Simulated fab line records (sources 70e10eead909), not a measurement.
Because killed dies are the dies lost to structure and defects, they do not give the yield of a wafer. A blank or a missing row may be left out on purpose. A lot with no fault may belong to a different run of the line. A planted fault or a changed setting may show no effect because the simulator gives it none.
Code-filled problem report in 8D (eight disciplines) form + flow nand harc + the parts of the form that need people (team, actions taken, sign-off) are left out

== 1. PROBLEM STATEMENT ==
At NHARC_A_ONON_D1_THK_MEAS_24, thk nm averages 710 nm over 9 wafers from 3 lots, while fault-free wafers read 1004 nm, standard deviation 8.8. That is -33 standard deviations from the usual mean.
The step: measures by ellipsometry.
First seen on wafer L539.3, day 12 04:14, on film metro-01. The record holds 36 wafers of 12 lots with a number at this step. Rule for "out" (also "out of limits"): further than 4 standard deviations from the usual mean. Any other wafer with a number is counted as sound.

== 2. WHAT IT IS, AND WHAT IT ISN'T ==
| question                    | is                           | is not                                                                                       |
|-----------------------------|------------------------------|----------------------------------------------------------------------------------------------|
| which readings at this step | thk nm                       | -                                                                                            |
| which lots                  | L539, L541, L542             | L533, L534, L535, L536, L547, L549, L550, L551, L552                                         |
| which wafers of those lots  | all that have a number       | -                                                                                            |
| read on which gauges        | film metro-01, film metro-02 | -                                                                                            |
| when                        | from day 12 04:14            | up to then (12 sound wafers); but 15 sound wafers of L547, L549, L550, L551, L552 came after |

== 3. WHAT RULES OUT EACH SUSPECT ==
Counting: any tool at a process step up to the reading is kept as a suspect provided that every lot that is out went through it and no sound lot did after the first of them.
- the gauge at NHARC_A_ONON_D1_THK_MEAS_24 is ruled out. 2 gauges (film metro-01, film metro-02) read the wafers that are out.
- pecvd onon-02 at NHARC_A_ONON_D1_DEP_22 (target thk 1000 nm): kept. Every lot that is out went through it, starting with L539 (day 12 03:50), and after that it ran no sound lot; the last sound lot it ran before then is L536 (day 10 11:01).
After counting, what remains is pecvd onon-02 at NHARC_A_ONON_D1_DEP_22.

== 4. THE CAUSE (what the simulator had put in) ==
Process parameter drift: pecvd onon-02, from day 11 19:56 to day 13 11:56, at NHARC_A_ONON_D1_DEP_22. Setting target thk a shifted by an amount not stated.
After counting, this tool was the only one left.

== 5. SEQUENCE OF EFFECTS, ordered by route ==
Each row: a reading where the mean over the struck wafers with a number is more than 3 standard deviations away from the usual. Scope: only readings with a usual standard deviation given in the record; hours: median across lots of the time from each lot's start at the first step in this table that gives one to its start at this step; sigmas: change in usual standard deviations.
| hours | step                        | reading         | usual   | on struck wafers | change | sigmas |
|-------|-----------------------------|-----------------|---------|------------------|--------|--------|
| 0     | NHARC_A_ONON_D1_THK_MEAS_24 | thk nm          | 1004 nm | 710              | -294   | -33    |
| 389   | NHARC_END_SORT_01           | killed at array | 56      | 669              | +613   | +31    |
| 389   | NHARC_END_SORT_01           | killed dies     | 61      | 677              | +616   | +29    |
Later measuring or inspecting steps at which every struck wafer that the step has a row for has a number for every such reading, and none has moved that far: NHARC_A_ONON_D1_INSPECT_32.

== 6. WHAT WOULD HAVE CAUGHT IT SOONER ==
Counted from the fault's start at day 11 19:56, it took 8 hours until the first out-of-limits reading at a measuring or inspecting step in this record, taken at day 12 04:14.
An alarm limit of 4 standard deviations would not have fired on the tool readings at NHARC_A_ONON_D1_DEP_22 for which the record gives a usual standard deviation, since none of them was out on any struck wafer.
Of the lots that are out (3), L541, L542 began NHARC_A_ONON_D1_DEP_22 on pecvd onon-02 after day 12 04:14. A hold on the tool at that time would have spared those 2.
